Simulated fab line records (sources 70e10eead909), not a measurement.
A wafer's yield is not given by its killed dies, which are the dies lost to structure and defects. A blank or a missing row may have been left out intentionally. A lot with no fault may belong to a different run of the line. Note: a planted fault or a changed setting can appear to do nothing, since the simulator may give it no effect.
A struck lot beside a sound one | flow nand-harc | 13 steps out of a route of 1302
Sound: these wafers, L930.1, L930.3, L930.4. Struck: wafer L927.1 (left out: L927.2, L927.4 of the same lot, which were not struck); the cause appears at the end.
Per side, at each step with rows, come the tool, then ch with its chambers, and then its first start. Under that, the readings that differ: sound wafers | struck wafers | difference of the means | sigmas: that difference in standard deviations of wafers without a fault.
alike: readings whose means differ by less than 2 such deviations, and words and numbers that are the same on both sides. not compared: withheld readings, readings that some wafer has no value for, bounds like >300 that may hide the same value, and numbers for which the record gives no deviation and whose values overlap.
The two part at a step that has a row with sigmas, a row that says differs or no value, or rows on one side only. When numbers do not overlap yet have no deviation, they are printed without sigmas and do not part them. A reading that every wafer of one side lacks parts them only if that side has two wafers or more.

NHARC_A_CHANNEL_FILL_D1_ALD_16: deposits SiO2, target thk 1.5 nm, pulse time 10 s, ald cycles 15.
  sound on ald-hk-01 ch 0,2,3, day 17 00:44; struck on ald-hk-02 ch 0, day 15 22:41
  alike: heater-power-w, precursor-pulse-height-rel
then, 3 steps without rows for these wafers: NHARC_A_CHANNEL_FILL_D1_ANNEAL_17 (time 1800 s); NHARC_A_CHANNEL_FILL_D1_CVD_18 (deposits poly-Si, target thk 3 nm); NHARC_A_CHANNEL_FILL_D1_ETCHBACK_19 (etches the open film in HBr/Cl2, target depth 5 nm, time 1.7 s).
NHARC_A_CHANNEL_FILL_D1_ETCHBACK_20: etches the open film in C4F8/O2/Ar, target depth 27 nm, time 13.5 s.
  sound on rie-diel-11 ch 1,2,3, day 17 14:34; struck on rie-diel-02 ch 2, day 16 10:44
  reading                | sound          | struck | difference | sigmas
  rf-hours-counter-h (h) | 3 8 8          | 10     | +4         |
  run-length-s (s)       | 34.6 34.7 34.2 | 35.5   | +1.0       | +3
  alike: oes-product-au, rf-fwd-power-W, rf-vpp-V
NHARC_A_CHANNEL_FILL_D1_STRIP_28: strips in O2, time 20 s.
  sound on rie-diel-11 ch 0,1,2, day 17 14:39; struck on rie-diel-02 ch 0, day 16 10:50
  reading                | sound             | struck | difference | sigmas
  oes-product-au (a.u.)  | 1.001 0.988 0.992 | 1.011  | +0.017     | +2
  rf-hours-counter-h (h) | 8 8 8             | 10     | +2         |
  alike: drypump-motor-current-A, rf-vpp-V, showerhead-plenum-p-Torr, throttle-valve-pct
then, 4 steps without rows for these wafers: NHARC_A_CHANNEL_FILL_D1_PRECLEAN_21 (cleans in dHF, time 30 s); NHARC_A_CHANNEL_FILL_D1_SRD_23; NHARC_A_CHANNEL_FILL_D1_CVD_05 (deposits poly-Si, target thk 5 nm); NHARC_A_CHANNEL_FILL_D1_ANNEAL_22 (time 7200 s).
NHARC_A_CHANNEL_FILL_D1_ALD_25: deposits SiOx, target thk 60 nm, pulse time 10 s, ald cycles 600.
  sound on ald-hk-02 ch 0,1,3, day 18 02:23; struck on ald-hk-02 ch 0, day 16 22:29
  alike: heater-power-w, precursor-pulse-height-rel
NHARC_A_CHANNEL_FILL_D1_ETCHBACK_08: etches the open film in C4F8, target depth 220 nm, time 110 s.
  sound on rie-diel-02 ch 0,1,2, day 18 07:59; struck on rie-diel-11 ch 3, day 17 04:05
  reading               | sound             | struck | difference | sigmas
  oes-product-au (a.u.) | 0.99 1.00 1.02    | 0.91   | -0.09      | -3
  run-length-s (s)      | 131.8 131.8 131.8 | 285.9  | +154.1     | +99 or more
  alike: rf-fwd-power-W, rf-vpp-V
  not compared: rf-hours-counter-h
NHARC_A_CHANNEL_FILL_D1_STRIP_29: strips in O2, time 20 s.
  sound on rie-diel-02 ch 0,1, day 18 08:10; struck on rie-diel-11 ch 0
  alike: drypump-motor-current-A, oes-product-au, rf-vpp-V, showerhead-plenum-p-Torr, throttle-valve-pct
  not compared: rf-hours-counter-h

WHERE THEY PART
Earliest at NHARC_A_CHANNEL_FILL_D1_ETCHBACK_20; latest, in this record, at NHARC_A_CHANNEL_FILL_D1_ETCHBACK_08. Later steps at which nothing parts them and some readings are alike: NHARC_A_CHANNEL_FILL_D1_STRIP_29.

WHY: whatever the simulator had introduced
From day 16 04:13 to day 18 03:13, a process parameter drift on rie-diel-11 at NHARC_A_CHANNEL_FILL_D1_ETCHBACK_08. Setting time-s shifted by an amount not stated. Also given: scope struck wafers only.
